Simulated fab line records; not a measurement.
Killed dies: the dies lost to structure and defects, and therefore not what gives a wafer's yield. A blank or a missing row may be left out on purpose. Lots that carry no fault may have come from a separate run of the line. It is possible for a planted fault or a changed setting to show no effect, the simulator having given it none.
Split-lot study -- flow n5 finfet -- route with 1938 steps; 7 lots, 21 wafers read

ON THE SPLIT
At N5_HKMG_FIN_COAT_30 (time 60 s, resist thk 35 nm), the setting spin rpm was moved away from the recipe's 1500 rpm on 9 of the 21 wafers read, by -10.4% to +9.4%. This setting was run at the recipe's value on the other wafers.

FROM THE SPLIT TO THE READING: what the file shows between them, 5 steps
- N5_HKMG_FIN_PEB_10: peb time 60 s (also split here: peb time s)
- N5_HKMG_FIN_DEVELOP_11: develop time 30 s
- N5_HKMG_FIN_CD_MEAS_12: target cd 92.8 nm
- N5_HKMG_FIN_DESCUM_17: chemistry O2, time 7.9 s
- N5_HKMG_FIN_ETCH_31: etches SiARC in CF4, target depth 45.5 nm, time 75.8 s

THE READING
SiARC_of_HKMG_FIN_COAT_30.thk nm (the simulator's own value, which no gauge read), in nm, at N5_HKMG_FIN_ETCH_32 (etches SOC in N2/H2, target depth 240 nm, time 300 s). The file does not state a usual value for it. Across the 12 wafers here that went through the recipe, the average is 20.9 nm and the standard deviation 0.57 nm.

wafer,"tool, chamber at the split","spin rpm as run, rpm",against the recipe,"SiARC_of_HKMG_FIN_COAT_30.thk nm, nm",against lot-mates on the recipe
L074.1,"litho track-02, 0",1344,-10.4%,23,+2.7
L074.4,"litho track-02, 0",1500,recipe,19.8,-
L074.5,"litho track-02, 0",1500,recipe,20.8,-
L080.3,"litho track-03, 0",1612,+7.5%,19.8,no lot-mate on the recipe
L080.5,"litho track-03, 0",1612,+7.5%,19.8,no lot-mate on the recipe
L080.6,"litho track-03, 0",1612,+7.5%,19.8,no lot-mate on the recipe
L081.1,"litho track-02, 0",1500,recipe,21,-
L081.2,"litho track-02, 0",1348,-10.1%,23.6,+2.6
L081.5,"litho track-02, 0",1348,-10.1%,22.6,+1.6
L083.1,"litho track-04, 0",1641,+9.4%,18.4,-3.0
L083.2,"litho track-04, 0",1500,recipe,21.8,-
L083.6,"litho track-04, 0",1500,recipe,21,-
L084.3,"litho track-03, 0",1500,recipe,20.8,-
L084.4,"litho track-03, 0",1369,-8.7%,22,+0.9
L084.5,"litho track-03, 0",1500,recipe,21.4,-
L090.3,"litho track-04, 0",1500,recipe,20.4,-
L090.4,"litho track-04, 0",1398,-6.8%,22.4,+1.6
L090.5,"litho track-04, 0",1500,recipe,21.2,-
L097.1,"litho track-04, 0",1500,recipe,21.8,-
L097.4,"litho track-04, 0",1500,recipe,20.2,-
L097.6,"litho track-04, 0",1500,recipe,21,-

THE FIT
A straight line over all 21 wafers: SiARC_of_HKMG_FIN_COAT_30.thk nm changes by -0.193 nm for each +1% of spin rpm; r = -0.90; the points scatter about the line by 0.55 nm.
The same after taking each lot's own level away (the mean of its wafers on the recipe; 18 wafers): -0.233 nm for each +1%; r = -0.91; scatter 0.56 nm.
That fit puts the effect of the largest move of spin rpm on the reading at 2.4 nm.
From 20.30 to 21.40 nm: that is the span of the lots' own levels, equal to 1.9 times the standard deviation above.
So the lot-to-lot level changes the slope: the two fits differ.
Check: for one of the wafers moved furthest among these (-10.4%), held out of the fit, the line's prediction against its lot-mates is +2.19 nm. Against them it came out at +2.7 nm.

THESE WAFERS: OTHER SPLITS
Note: prior to the reading, these wafers also went through further splits. Each is held against what the fit with the lots' levels taken away leaves over:
other split on the same wafers,wafers away from the commonest value,r with SiARC_of_HKMG_FIN_COAT_30.thk nm (lot level and that fit taken away)
N5_SD_EPI_N_DEVELOP_08 develop time s,6,-0.03
N5_SD_EPI_P_COAT_34 spin rpm,8,+0.05
N5_SDB_EXPOSE_08 dose mj,12,+0.13
N5_HKMG_FIN_PEB_10 peb time s,8,+0.38

THE WHOLE CHAIN: every reading that the file lists as answering this split, in the file's order
step,what it does,reading,change (the file's fit),r (the file's)
N5_HKMG_FIN_COAT_30,"time 60 s, resist thk 35 nm","SiARC_of_HKMG_FIN_COAT_30.thk nm (the simulator's own value, which no gauge read)",-0.186 nm for each +1% of the setting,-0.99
N5_HKMG_FIN_ETCH_31,"etches SiARC in CF4, target depth 45.5 nm, time 75.8 s","etch.depth nm (the simulator's own value, which no gauge read)",-0.187 nm for each +1% of the setting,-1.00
N5_HKMG_FIN_ETCH_31,"etches SiARC in CF4, target depth 45.5 nm, time 75.8 s","CAR-ArF_of_HKMG_FIN_COAT_06.thk nm (the simulator's own value, which no gauge read)",+0.18 nm for each +1% of the setting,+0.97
N5_HKMG_FIN_ETCH_32,"etches SOC in N2/H2, target depth 240 nm, time 300 s","SiARC_of_HKMG_FIN_COAT_30.thk nm (the simulator's own value, which no gauge read)",-0.228 nm for each +1% of the setting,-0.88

FILE'S OWN FIT
SiARC_of_HKMG_FIN_COAT_30.thk nm changes by -0.228 nm for each +1% of spin rpm, r = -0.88.
